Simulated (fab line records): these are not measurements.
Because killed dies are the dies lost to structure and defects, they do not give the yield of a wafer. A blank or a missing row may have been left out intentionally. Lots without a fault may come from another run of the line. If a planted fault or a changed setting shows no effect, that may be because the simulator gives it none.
fab line records	flow n5_finfet
record lots=5	wafers=15	last_day=19
route steps=1938 shown BEOL_M7@1296 PASSIVATION@1936
lots that met no fault: from a run of the same line without faults
start_h: start of the lot's first displayed wafer, in hours after the record's first day	wait_h: hours from the lot's prior step to this one	" the same as in the row above	L1.1+2: several wafers, shown together as one row	- value missing, or start not given	* or withheld: withheld	< > ~ a bound
route shown NAME@n: names a module that has steps shown in the file, with the first one's number in the route	usual: mean/standard deviation taken from wafers without a fault	same: alike in all rows	chamber/n: place in a boat	sites: readings site by site	_std_site: standard deviation across them	_edge_site: the outer-site mean with the inner-site mean subtracted	radius_mm: how far each site lies from the wafer's centre	mask NAME#n: copy n	behind: the tool/chamber that last shaped the wafer	hold: why the lot was held/for how many hours/how that ended	device: transistor that didn't switch, given as n, p or np	end of line: the tests these same wafers got at the end of their route	a step given without rows: its recipe and nothing more	killed: count of dies lost to structure and defects at first sort (not the wafer's yield)	map: dies across one wafer; x = killed, . = not, _ = none there
set.NAME: the setting the step ran with; set.NAME@STEP: the setting that earlier step ran with	model.NAME: the simulator's own value behind a step, which no gauge read
lots at some steps of the route; a table a step, a row a wafer
services: the hour from which a tool's chamber was out of use, counted from the record's first day as start_h (under 0 if before that day), plus the number of hours and why
## steps
# step N5_BEOL_M7_CD_MEAS_28
# recipe target_cd_nm=40	landing_energy_ev=500	detector=se_inlens
# usual cd_nm=39.98/0.24
lot.wafer	tool	chamber	start_h	wait_h	cd_nm
L686.1	cd_sem-03	0	235.22	-	40.21
L686.4	"	0	"	"	40.16
L686.6	"	0	"	"	40.31
L689.3	cd_sem-02	0	265.19	-	39.92
L689.5	"	0	"	"	40.07
L689.6	"	0	"	"	40.05
L696.1	cd_sem-03	0	302.24	-	40.26
L696.3	"	0	"	"	40.31
L696.6	"	0	"	"	40.05
L703.1	cd_sem-03	0	347.20	-	40.22
L703.3	"	0	"	"	39.84
L703.5	"	0	"	"	39.90
L705.2	cd_sem-03	0	349.33	-	39.89
L705.5	"	0	"	"	39.69
L705.6	"	0	"	"	40.28
# step N5_BEOL_M7_OVL_MEAS_29
# recipe points_per_wafer=522
# usual V6_OVL=-0.1/0.72
lot.wafer	tool	chamber	start_h	wait_h	V6_OVL[nm]
L686.1	overlay-02	0	235.26	0.0	-0.2
L686.4	"	0	"	"	0.3
L686.6	"	0	"	"	0.1
L689.3	overlay-02	0	265.23	0.0	-0.6
L689.5	"	0	"	"	-1.8
L689.6	"	0	"	"	-0.2
L696.1	overlay-01	0	302.27	0.0	-0.5
L696.3	"	0	"	"	0.3
L696.6	"	0	"	"	-1.2
L703.1	overlay-01	0	347.24	0.0	-0.8
L703.3	"	0	"	"	0.4
L703.5	"	0	"	"	0.2
L705.2	overlay-01	0	349.36	0.0	0.5
L705.5	"	0	"	"	1.3
L705.6	"	0	"	"	0.9
# step N5_BEOL_M7_INSPECT_30
# recipe mode=adi	inspect_instrument=brightfield
# usual raw_defect_count=410/99
lot.wafer	tool	chamber	start_h	wait_h	raw_defect_count
L686.1	defect_inspect-01	-	235.31	0.1	473
L686.4	"	-	"	"	674
L686.6	"	-	"	"	466
L689.3	defect_inspect-01	-	265.28	0.0	367
L689.5	"	-	"	"	344
L689.6	"	-	"	"	433
L696.1	defect_inspect-01	-	302.33	0.1	560
L696.3	"	-	"	"	556
L696.6	"	-	"	"	392
L703.1	defect_inspect-02	-	347.29	0.1	330
L703.3	"	-	"	"	439
L703.5	"	-	"	"	313
L705.2	defect_inspect-01	-	349.42	0.0	358
L705.5	"	-	"	"	317
L705.6	"	-	"	"	358
# step N5_BEOL_M7_DESCUM_33
# recipe chemistry=O2	time_s=7	source_power_w=50	bias_power_w=20	pressure_mtorr=20	rf_frequency_hz=2.712e+07	temp_c=40	resist=CAR-EUV	o2_flow_sccm=225
# step N5_BEOL_M7_ETCH_72
# recipe chemistry=N2/H2	target=underlayer	target_depth_a=65	mask_material=CAR-EUV	time_s=5.2	ion_energy_ev=200	pressure_mtorr=30	source_w=840	bias_w=150	n2_flow_sccm=200	h2_flow_sccm=200	ends=cleared
# step N5_BEOL_M7_ETCH_65
# recipe chemistry=CF4	target=SiARC	target_depth_a=156	mask_material=CAR-EUV	time_s=26	ion_energy_ev=80	pressure_mtorr=40	source_w=545	bias_w=36	Ar_flow_sccm=100	cf4_flow_sccm=100	ends=cleared
# usual drypump_motor_current_A=5.8/0.59	etch_rf_on_time_s=26.1/0.86	oes_product_au=0.66/0.063	rf_fwd_power_W=533.0/2.4	rf_vpp_V=183.9/1.1	showerhead_plenum_p_Torr=2.12/0.06	throttle_valve_pct=15.67/0.2
lot.wafer	tool	chamber	start_h	wait_h	drypump_motor_current_A	etch_rf_on_time_s	oes_product_au	rf_fwd_power_W	rf_hours_counter_h	rf_vpp_V	showerhead_plenum_p_Torr	throttle_valve_pct
L686.1	rie_diel-06	3	235.79	0.0	4.9	27.8	0.61	533.8	170	183.1	2.14	15.76
L686.4	"	1	"	"	6.0	26.8	0.60	532.1	211	185.1	2.21	15.96
L686.6	"	0	"	"	6.4	25.2	0.76	532.1	-	183.2	2.18	15.40
L689.3	rie_diel-02	3	265.36	0.0	6.8	25.7	0.67	532.7	117	183.7	2.07	15.96
L689.5	"	3	"	"	6.8	25.5	0.68	531.8	-	183.8	2.07	15.96
L689.6	"	0	"	"	5.4	26.1	0.72	538.3	-	183.6	2.15	15.36
L696.1	rie_diel-04	1	302.52	0.0	5.1	25.1	0.72	533.7	74	185.4	2.15	15.63
L696.3	"	2	"	"	5.2	27.3	0.58	537.2	234	181.9	2.03	15.76
L696.6	"	2	"	"	5.2	27.4	0.56	538.7	-	183.4	2.03	15.77
L703.1	rie_diel-06	2	347.39	0.0	5.7	25.8	0.63	530.8	185	184.5	2.04	15.84
L703.3	"	0	"	"	6.5	25.7	0.71	531.4	64	184.4	2.17	15.46
L703.5	"	3	"	"	4.9	27.4	0.59	531.2	-	184.6	2.13	15.82
L705.2	rie_diel-06	3	349.50	0.0	4.9	27.5	0.59	531.0	205	185.5	2.13	15.81
L705.5	"	0	"	"	6.5	25.6	0.71	534.2	-	183.2	2.16	15.48
L705.6	"	3	"	"	4.9	27.8	0.59	528.8	-	184.1	2.13	15.80
# step N5_BEOL_M7_ETCH_66
# recipe chemistry=N2/H2	target=SOC	target_depth_a=800	overetch_a=160	mask_material=SiARC	temp_c=40	time_s=120	ion_energy_ev=200	pressure_mtorr=30	source_w=840	bias_w=150	n2_flow_sccm=200	h2_flow_sccm=200
# step N5_BEOL_M7_STRIP_69
# recipe chemistry=N2/H2	temp_c=40	n2_flow_sccm=200	h2_flow_sccm=200	rf_frequency_hz=6e+07
# step N5_BEOL_M7_STRIP_73
# recipe chemistry=N2/H2	temp_c=40	n2_flow_sccm=200	h2_flow_sccm=200	rf_frequency_hz=6e+07
# step N5_BEOL_M7_VIA_ETCH_34
# recipe chemistry=C4F6/O2	target=SiCOH_lowk	target_depth_a=1255	mask_material=SOC	taper_deg=4	time_s=50.5	ion_energy_ev=250	pressure_mtorr=30	source_w=345	bias_w=185	Ar_flow_sccm=300	C4F6_flow_sccm=10	O2_flow_sccm=10
# step N5_BEOL_M7_STRIP_76
# recipe chemistry=C4F6/O2	resist=SiARC	rf_frequency_hz=6e+07
# step N5_BEOL_M7_STRIP_36
# recipe chemistry=N2/H2	power_w=450	temp_c=40	pressure_mtorr=20	rf_frequency_hz=6e+07	overash_fraction=0.3	bias_power_w=7	h2_frac=0.5	n2_flow_sccm=200	h2_flow_sccm=200
# step N5_BEOL_M7_TRENCH_ETCH_37
# recipe chemistry=C4F6/O2	target_depth_a=934.78	target=SiCOH_lowk	time_s=31.2	ion_energy_ev=250	pressure_mtorr=30	source_w=345	bias_w=185	Ar_flow_sccm=300	C4F6_flow_sccm=10	O2_flow_sccm=10
# usual drypump_motor_current_A=5.8/0.58	oes_product_au=0.77/0.071	rf_fwd_power_W=340.5/2.1	rf_vpp_V=665/13	showerhead_plenum_p_Torr=2.81/0.08	throttle_valve_pct=20.95/0.2
lot.wafer	tool	chamber	start_h	wait_h	drypump_motor_current_A	oes_product_au	rf_fwd_power_W	rf_hours_counter_h	rf_vpp_V	showerhead_plenum_p_Torr	throttle_valve_pct	model.etch.depth_nm	model.BEOL_M7.feature_depth_nm
L686.1	rie_diel-06	3	236.01	-	4.9	0.72	337.5	170	681	2.85	21.08	89.45	89.4
L686.4	"	1	"	"	6.0	0.68	341.4	211	662	2.92	21.17	90.42	90.4
L686.6	"	0	"	"	6.5	0.88	341.8	-	661	2.89	20.77	95.89	95.8
L689.3	rie_diel-02	3	265.58	-	6.8	0.79	341.2	117	676	2.76	21.34	93.92	94
L689.5	"	3	"	"	6.8	0.79	340.4	-	675	2.76	21.36	94.38	94.4
L689.6	"	0	"	"	5.4	0.84	340.6	-	675	2.85	20.60	92.15	92.2
L696.1	rie_diel-04	1	302.74	-	5.1	0.84	341.4	74	665	2.86	20.95	96.27	96.2
L696.3	"	2	"	"	5.2	0.71	424.6	234	595	2.69	20.98	97.87	97.8
L696.6	"	2	"	"	5.2	0.71	424.4	-	595	2.69	20.98	98.09	98
L703.1	rie_diel-06	2	347.61	-	5.7	0.73	339.5	185	638	2.70	21.02	92.33	92.4
L703.3	"	0	"	"	6.4	0.83	343.0	64	661	2.88	20.80	95.26	95.2
L703.5	"	3	"	"	4.9	0.68	338.7	-	681	2.83	21.13	90.2	90.2
L705.2	rie_diel-06	3	349.72	-	4.9	0.69	336.1	205	682	2.83	21.13	89.9	89.8
L705.5	"	0	"	"	6.5	0.83	341.1	-	660	2.88	20.81	93.73	93.8
L705.6	"	3	"	"	5.0	0.70	338.2	-	681	2.83	21.13	89.52	89.6
# step N5_BEOL_M7_ETCH_41
# recipe chemistry=CH3F/O2	target=SiCN	target_depth_a=319	taper_deg=2	time_s=57.8	ion_energy_ev=120	mask_material=TiN	pressure_mtorr=30	source_w=395	bias_w=75	Ar_flow_sccm=150	CH3F_flow_sccm=30	O2_flow_sccm=20
# step N5_BEOL_M7_STRIP_80
# recipe chemistry=N2/H2	time_s=10	power_w=450	temp_c=40	pressure_mtorr=20	rf_frequency_hz=6e+07	bias_power_w=7	n2_flow_sccm=200	h2_flow_sccm=200
# step N5_BEOL_M7_OCD_MEAS_38
# usual trench_depth_nm=92.8/2.2
lot.wafer	tool	chamber	start_h	wait_h	trench_depth_nm
L686.1	ocd-02	-	236.17	-	89.9
L686.4	"	-	"	"	90.2
L686.6	"	-	"	"	96.0
L689.3	ocd-01	-	265.74	-	93.3
L689.5	"	-	"	"	94.1
L689.6	"	-	"	"	91.7
L696.1	ocd-02	-	302.90	-	96.4
L696.3	"	-	"	"	97.3
L696.6	"	-	"	"	97.8
L703.1	ocd-01	-	347.76	-	92.4
L703.3	"	-	"	"	95.4
L703.5	"	-	"	"	90.3
L705.2	ocd-01	-	349.88	-	90.1
L705.5	"	-	"	"	93.4
L705.6	"	-	"	"	89.9
# step N5_BEOL_M7_HM_STRIP_39
# recipe chemistry=peroxide_tin_strip	material=TiN	target_depth_a=250	temp_c=50	time_s=158
# step N5_BEOL_M7_SRD_40
# recipe time_s=30	temp_c=23	rinse_liquid=diw	dry=ipa_marangoni
# step N5_BEOL_M7_PRECLEAN_42
# recipe chemistry=residue_remover	time_s=60	temp_c=40
# step N5_BEOL_M7_SRD_43
# recipe time_s=30	temp_c=23	rinse_liquid=diw	dry=ipa_marangoni
# step N5_BEOL_M7_CD_MEAS_35
# recipe target_cd_nm=40	polarity=opening
# usual cd_nm=40.0/0.6
lot.wafer	tool	chamber	start_h	wait_h	cd_nm
L686.1	cd_sem-02	-	236.32	0.0	39.6
L686.4	"	-	"	"	39.3
L686.6	"	-	"	"	39.0
L689.3	cd_sem-01	-	265.90	0.0	39.7
L689.5	"	-	"	"	39.9
L689.6	"	-	"	"	40.3
L696.1	cd_sem-03	-	303.05	0.0	40.7
L696.3	"	-	"	"	40.4
L696.6	"	-	"	"	40.2
L703.1	cd_sem-03	-	347.92	0.0	40.0
L703.3	"	-	"	"	39.5
L703.5	"	-	"	"	39.5
L705.2	cd_sem-01	-	350.03	0.0	39.8
L705.5	"	-	"	"	40.3
L705.6	"	-	"	"	39.7
# step N5_BEOL_M7_CURE_75
# recipe temp_c=370	time_s=120	ambient=DMADMS/He	material=SiCOH_lowk
# usual lamp_power_pct=52.31/0.06	wafer_temp_C_max=371.5/0.55
lot.wafer	tool	chamber	start_h	wait_h	lamp_power_pct	wafer_temp_C_max
L686.1	uv_cure-03	1	236.37	0.0	52.29	370.9
L686.4	"	1	"	"	52.20	370.9
L686.6	"	1	"	"	52.38	371.2
L689.3	uv_cure-03	1	266.04	0.1	52.22	370.9
L689.5	"	1	"	"	52.32	370.6
L689.6	"	1	"	"	52.23	370.9
L696.1	uv_cure-02	2	303.23	0.2	52.41	372.6
L696.3	"	2	"	"	52.37	371.2
L696.6	"	2	"	"	52.30	371.3
L703.1	uv_cure-02	0	348.22	0.3	52.46	371.6
L703.3	"	0	"	"	52.34	371.6
L703.5	"	0	"	"	52.36	371.0
L705.2	uv_cure-02	1	350.26	0.2	52.24	371.3
L705.5	"	1	"	"	52.33	371.7
L705.6	"	1	"	"	52.19	371.8
# step N5_BEOL_M7_DEGAS_44
# recipe ambient=vacuum	temp_c=250	time_s=60
# usual heater_power_w=317/33
lot.wafer	tool	chamber	start_h	wait_h	heater_power_w
L686.1	pvd_sputter-03	-	238.80	2.3	303
L686.4	"	-	"	"	300
L686.6	"	-	"	"	300
L689.3	pvd_sputter-01	-	266.60	0.5	382
L689.5	"	-	"	"	387
L689.6	"	-	"	"	257
L696.1	pvd_sputter-03	-	303.72	0.4	328
L696.3	"	-	"	"	296
L696.6	"	-	"	"	327
L703.1	pvd_sputter-03	-	348.67	0.4	330
L703.3	"	-	"	"	303
L703.5	"	-	"	"	328
L705.2	pvd_sputter-01	-	350.94	0.6	377
L705.5	"	-	"	"	300
L705.6	"	-	"	"	264
# step N5_BEOL_M7_PRE_CLEAN_45
# recipe gas=H2/He	time_s=30	temp_c=250
# step N5_BEOL_M7_ALD_77
# recipe material=TaN	target_thk_a=20	temp_c=275	ald_precursor_family=PDMAT	ald_co_reactant=NH3	pressure_torr=3	carrier_flow_sccm=1500	pulse_time_s=2	purge_time_s=3	co_reactant_purge_time_s=2	co_reactant_pulse_time_s=3	ald_cycles=40	precursor_vessel_temp_c=75	precursor_vessel_pressure_torr=26.25	precursor_vessel_carrier_sccm=1000
# step N5_BEOL_M7_SURFACE_TREAT_79
# recipe gas=Ar	time_s=*	ion_energy_ev=*	ion_current_ma_cm2=0.5	pressure_mtorr=*	ar_flow_sccm=30
# usual throttle_valve_pct=*
lot.wafer	tool	chamber	start_h	wait_h	throttle_valve_pct
L686.1	pvd_sputter-03	-	239.20	0.2	*
L686.4	"	-	"	"	*
L686.6	"	-	"	"	*
L689.3	pvd_sputter-03	-	267.03	0.2	*
L689.5	"	-	"	"	*
L689.6	"	-	"	"	*
L696.1	pvd_sputter-01	-	304.51	0.5	*
L696.3	"	-	"	"	*
L696.6	"	-	"	"	*
L703.1	pvd_sputter-03	-	349.23	0.3	*
L703.3	"	-	"	"	*
L703.5	"	-	"	"	*
L705.2	pvd_sputter-02	-	351.37	0.2	*
L705.5	"	-	"	"	*
L705.6	"	-	"	"	*
# step N5_BEOL_M7_CVD_78
# recipe material=Co	target_thk_a=20	temp_c=withheld	precursor=CCTBA/H2	pressure_torr=30	time_s=142.3
# step N5_BEOL_M7_SPUTTER_48
# recipe material=Cu	target_thk_a=100	temp_c=-20	bias_v=60	power_w=26000	chamber_pressure_pa=0.13	time_s=1.667
# step N5_BEOL_M7_ECD_50
# recipe material=Cu	target_thk_a=3000
# step N5_BEOL_M7_ANNEAL_51
# recipe temp_c=225	time_s=90	ambient=N2
# usual wafer_temp_C_max=225.81/0.27
lot.wafer	tool	chamber	start_h	wait_h	wafer_temp_C_max
L686.1	rtp_anneal-01	0	239.65	0.1	225.65
L686.4	"	0	"	"	225.31
L686.6	"	0	"	"	225.67
L689.3	rtp_anneal-02	0	267.80	0.3	225.77
L689.5	"	0	"	"	225.83
L689.6	"	0	"	"	226.02
L696.1	rtp_anneal-01	0	306.43	1.5	225.47
L696.3	"	0	"	"	225.55
L696.6	"	0	"	"	225.33
L703.1	rtp_anneal-01	0	350.33	0.1	225.81
L703.3	"	0	"	"	225.50
L703.5	"	0	"	"	225.50
L705.2	rtp_anneal-01	0	351.92	0.2	225.78
L705.5	"	0	"	"	225.87
L705.6	"	0	"	"	225.50
# step N5_BEOL_M7_CMP_52
# recipe stop_on=SiCOH_lowk	t_overpolish_s=6.9	down_force_psi=1	platen_rpm=50	clearing_platen_down_force_psi=1.5	clearing_platen_rpm=50	post_cmp_clean=cu_alkaline	target_thk_nm=80	clearing_platen_pad_velocity_m_s=0.99484	pad_velocity_m_s=0.99484
# usual barrier_field_endpoint_s=29.1/0.59	motor_current_A=6.0/0.54	overpolish_run_s=6.899/0.0093	slurry_flow_ml_min=150.0/0.48	time_to_endpoint_s=61.4/2.8
lot.wafer	tool	chamber	start_h	wait_h	barrier_field_endpoint_s	motor_current_A	overpolish_run_s	slurry_flow_ml_min	time_to_endpoint_s	model.Cu_of_BEOL_M7_ECD_50.thk_nm
L686.4	cmp-03	0	240.03	0.2	29.0	5.1	6.912	150.1	59.6	76
L686.1	"	1	"	"	27.7	5.2	6.902	149.6	58.6	75.2
L686.6	"	3	"	"	30.0	5.6	6.902	150.3	64.4	82.4
L689.3	cmp-02	1	268.01	0.2	29.3	6.1	6.902	150.1	64.5	81.2
L689.5	"	1	"	"	29.0	6.0	6.903	149.6	62.2	81.6
L689.6	"	2	"	"	29.1	6.6	6.911	150.2	65.0	79
L696.1	cmp-04	0	306.72	0.3	29.2	6.1	6.904	150.6	62.9	83
L696.3	"	3	"	"	28.9	5.4	6.908	149.6	65.4	85.4
L696.6	"	1	"	"	28.1	6.8	6.898	149.2	55.9	82.4
L703.3	cmp-04	3	350.63	0.2	29.1	5.6	6.908	149.6	60.9	81.8
L703.1	"	2	"	"	29.2	5.9	6.893	149.8	61.3	78.8
L703.5	"	3	"	"	28.8	5.4	6.892	149.5	61.2	76.4
L705.2	cmp-02	3	352.27	0.3	29.0	5.8	6.902	150.2	60.7	75
L705.6	"	3	"	"	29.1	5.6	6.901	150.4	57.5	76
L705.5	"	0	"	"	29.3	6.9	6.906	150.9	60.3	79.6
# step N5_BEOL_M7_THK_MEAS_53
# recipe thk_meas_gauge=xrf	reads=Cu_of_BEOL_M7_ECD_50
# usual M7_THK=79.4/2.5
lot.wafer	tool	chamber	start_h	wait_h	M7_THK[nm]
L686.1	film_metro-02	-	240.24	-	75.1
L686.4	"	-	"	"	75.5
L686.6	"	-	"	"	82.6
L689.3	film_metro-01	-	268.30	-	81.4
L689.5	"	-	"	"	81.7
L689.6	"	-	"	"	79.3
L696.1	film_metro-01	-	307.02	-	83.3
L696.3	"	-	"	"	85.5
L696.6	"	-	"	"	82.7
L703.1	film_metro-01	-	350.92	-	78.3
L703.3	"	-	"	"	81.4
L703.5	"	-	"	"	75.6
L705.2	film_metro-02	-	352.56	-	75.7
L705.5	"	-	"	"	80.0
L705.6	"	-	"	"	76.2
# step N5_PASSIVATION_PROBE_49
# usual defect_limited_yield=91.0/1.4	killed_at_M0_to_M3=33/11	killed_at_M4_up=14/5	killed_at_contacts=11/7.3	killed_at_front_end=43/12	killed_at_other=4/3.1	killed_dies=106/17	killed_open=69/13	killed_short=34/8.7	sort_bin_5_function=5.2/0.96	sort_bin_6_memory=3.3/0.66	sort_n_pass=1074/17	sort_yield_pct=91.0/1.4
# same gross_dies=1180	killed_at_back_side=0	sort_bin_4_leakage[%]=0	sort_bin_8_speed[%]=0
lot.wafer	tool	chamber	start_h	wait_h	defect_limited_yield[%]	killed_at_M0_to_M3	killed_at_M4_up	killed_at_contacts	killed_at_front_end	killed_at_other	killed_dies	killed_open	killed_short	sort_bin_5_function[%]	sort_bin_6_memory[%]	sort_n_pass	sort_yield_pct[%]
L686.1	prober-01	-	321.53	0.0	92.9	32	16	8	22	6	84	67	17	3.9	3.1	1096	92.9
L686.4	prober-01	-	321.68	0.2	90.8	57	13	7	29	3	109	67	42	4.8	4.2	1071	90.8
L686.6	prober-01	-	321.78	0.3	91.6	38	13	11	32	5	99	79	19	5.4	2.8	1081	91.6
L689.3	prober-02	-	348.65	0.1	91.2	40	13	2	45	4	104	66	30	5.0	2.9	1076	91.2
L689.5	prober-02	-	348.75	0.2	92.1	30	14	11	36	2	93	62	31	3.9	3.7	1087	92.1
L689.6	prober-02	-	348.80	0.3	92.2	32	9	7	42	2	92	52	35	4.2	3.1	1088	92.2
L696.1	prober-01	-	394.29	0.0	87.6	56	23	5	58	4	146	87	57	7.9	4.1	1034	87.6
L696.3	prober-01	-	394.39	0.1	91.9	25	18	3	49	1	96	65	31	5.3	2.8	1084	91.9
L696.6	prober-01	-	394.54	0.3	92.4	19	18	6	47	0	90	60	30	4.7	2.5	1090	92.4
L703.1	prober-01	-	444.58	0.0	91.4	38	13	14	24	12	101	67	33	4.7	3.6	1079	91.4
L703.3	prober-01	-	444.68	0.1	91.0	44	17	15	25	5	106	69	35	5.3	3.6	1074	91.0
L703.5	prober-01	-	444.78	0.2	92.7	33	16	6	27	4	86	55	31	4.2	3.0	1094	92.7
# killed by level:class
L686.1 BEOL_M4:geometric_particle:open=9 BEOL_M0_SAQP:geometric_particle:open=7 BEOL_M3:geometric_particle:open=7 BEOL_M1:geometric_particle:open=7 DUMMY_GATE:geometric_particle:open=6 MOL_CONTACT_COAG:geometric_particle:open=6 STI_FIN_REVEAL:geometric_particle:open=5 BEOL_M0:geometric_particle:open=5
L686.4 BEOL_M0_SAQP:geometric_particle:short=14 BEOL_M0_SAQP:geometric_particle:open=10 BEOL_M2:geometric_particle:open=9 BEOL_M4:geometric_particle:open=7 MOL_CONTACT_COAG:geometric_particle:open=6 BEOL_M1:geometric_particle:open=6 BEOL_M3:geometric_particle:open=6 FIN_SAQP:geometric_particle:short=4
L686.6 MOL_CONTACT_COAG:geometric_particle:open=11 BEOL_M3:geometric_particle:open=11 BEOL_M0_SAQP:geometric_particle:open=9 DUMMY_GATE:geometric_particle:open=7 BEOL_M2:geometric_particle:open=7 FIN_SAQP:geometric_particle:open=4 GATE_CUT:geometric_particle:short=4 GATE_CUT:geometric_particle:open=4
L689.3 BEOL_M3:geometric_particle:open=13 STI_FIN_REVEAL:geometric_particle:open=10 BEOL_M0_SAQP:geometric_particle:open=7 BEOL_M1:geometric_particle:open=6 FIN_SAQP:geometric_particle:open=5 BEOL_M4:geometric_particle:open=5 STARTING-WAFER:geometric_particle:open=5 HKMG_FIN:area_etch=5
L689.5 MOL_CONTACT_COAG:geometric_particle:open=11 BEOL_M3:geometric_particle:open=8 STI_FIN_REVEAL:geometric_particle:open=5 BEOL_M0_SAQP:geometric_particle:open=5 BEOL_M0_SAQP:geometric_particle:short=5 FIN_SAQP:geometric_particle:short=4 DUMMY_GATE:geometric_particle:open=4 GATE_CUT:geometric_particle:open=4
L689.6 BEOL_M0_SAQP:geometric_particle:short=12 FIN_SAQP:geometric_particle:open=6 STI_FIN_REVEAL:geometric_particle:open=6 BEOL_M0_SAQP:geometric_particle:open=6 GATE_CUT:geometric_particle:short=5 BEOL_M3:geometric_particle:open=5 MOL_CONTACT_COAG:geometric_particle:open=4 FIN_SAQP:geometric_particle:short=3
L696.1 BEOL_M0_SAQP:geometric_particle:open=22 FIN_SAQP:geometric_particle:short=20 BEOL_M0_SAQP:geometric_particle:short=15 FIN_SAQP:geometric_particle:open=10 BEOL_M4:geometric_particle:open=10 DUMMY_GATE:geometric_particle:open=9 BEOL_M2:geometric_particle:open=9 MOL_CONTACT_COAG:geometric_particle:open=5
L696.3 FIN_SAQP:geometric_particle:open=10 FIN_SAQP:geometric_particle:short=10 BEOL_M0_SAQP:geometric_particle:open=9 GATE_CUT:geometric_particle:short=8 BEOL_M4:geometric_particle:open=7 DUMMY_GATE:geometric_particle:open=6 BEOL_M5:geometric_particle:open=6 BEOL_M0_SAQP:geometric_particle:short=5
L696.6 FIN_SAQP:geometric_particle:short=12 BEOL_M4:geometric_particle:open=11 FIN_SAQP:geometric_particle:open=10 STI_FIN_REVEAL:geometric_particle:open=7 BEOL_M0_SAQP:geometric_particle:open=7 MOL_CONTACT_COAG:geometric_particle:open=5 STI_FIN_REVEAL:geometric_particle:short=4 DUMMY_GATE:geometric_particle:open=4
L703.1 MOL_CONTACT_COAG:geometric_particle:open=13 BEOL_M0_SAQP:geometric_particle:open=13 BEOL_M0_SAQP:geometric_particle:short=10 BEOL_M3:geometric_particle:open=6 MIM_TOP_ETCH:geometric_particle:short=6 STI_FIN_REVEAL:geometric_particle:open=5 BEOL_M0:geometric_particle:short=5 FIN_SAQP:geometric_particle:open=4
L703.3 MOL_CONTACT_COAG:geometric_particle:open=14 BEOL_M0_SAQP:geometric_particle:open=13 GATE_CUT:geometric_particle:short=11 BEOL_M3:geometric_particle:open=8 BEOL_M0_SAQP:geometric_particle:short=7 BEOL_M1:geometric_particle:open=4 BEOL_M0:geometric_particle:open=4 BEOL_M1:geometric_particle:short=4
L703.5 STI_FIN_REVEAL:geometric_particle:open=15 BEOL_M0_SAQP:geometric_particle:open=9 BEOL_M0_SAQP:geometric_particle:short=7 STI_FIN_REVEAL:geometric_particle:short=5 BEOL_M4:geometric_particle:open=5 MOL_CONTACT_COAG:geometric_particle:short=4 BEOL_M2:geometric_particle:open=4 BEOL_M5:geometric_particle:open=4
## services
tool	chamber	start_h	hours	kind
cmp-03	-	211.86	0.5	repair
cmp-02	-	212.65	4.0	pm
rie_diel-04	-	216.50	0.6	repair
cmp-02	-	216.65	-	consumable_replace:conditioner
cmp-02	-	216.65	-	consumable_replace:pad
cmp-04	-	218.33	4.0	pm
cmp-04	-	222.33	-	consumable_replace:conditioner
cmp-04	-	222.33	-	consumable_replace:pad
rie_diel-02	1	227.08	8.1	repair
cmp-04	-	231.61	7.9	repair
rie_diel-04	1	232.09	5.6	repair
uv_cure-03	-	243.33	1.0	pm
cmp-02	-	253.81	1.8	repair
cmp-04	-	273.48	0.8	repair
cmp-02	-	276.03	0.5	repair
cmp-02	-	277.21	8.7	pm
rie_diel-06	3	296.14	2.1	repair
cmp-03	-	303.28	0.5	repair
uv_cure-02	-	310.03	0.7	repair
rtp_anneal-01	-	317.71	2.4	pm
cmp-04	-	323.84	1.4	repair
rie_diel-02	2	333.65	4.7	repair
cmp-03	-	335.78	5.1	pm
cmp-04	-	351.66	1.4	repair
## key
first_sign step=N5_BEOL_M7_TRENCH_ETCH_37	reading=rf_fwd_power_W	direction=up	sigmas=41	usual=*	struck=*
effect step=N5_BEOL_M7_TRENCH_ETCH_37	reading=rf_vpp_V	direction=down	sigmas=5.4	usual=665	struck=595
model_effect step=N5_BEOL_M7_TRENCH_ETCH_37	value=etch.depth_nm	without=90.13	struck=97.98
model_effect step=N5_BEOL_M7_CMP_52	value=Cu_of_BEOL_M7_ECD_50.thk_nm	without=76.1	struck=83.9
met_at N5_BEOL_M7_TRENCH_ETCH_37
struck_wafers L696.3,L696.6
fault kind=process_parameter_drift	tool=rie_diel-04	chamber=2	onset_h=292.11	steps=N5_BEOL_M7_TRENCH_ETCH_37	channel=source_w	offset=82.8	shape=step	end_h=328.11	acts_in=these_recipes_only	stated=345
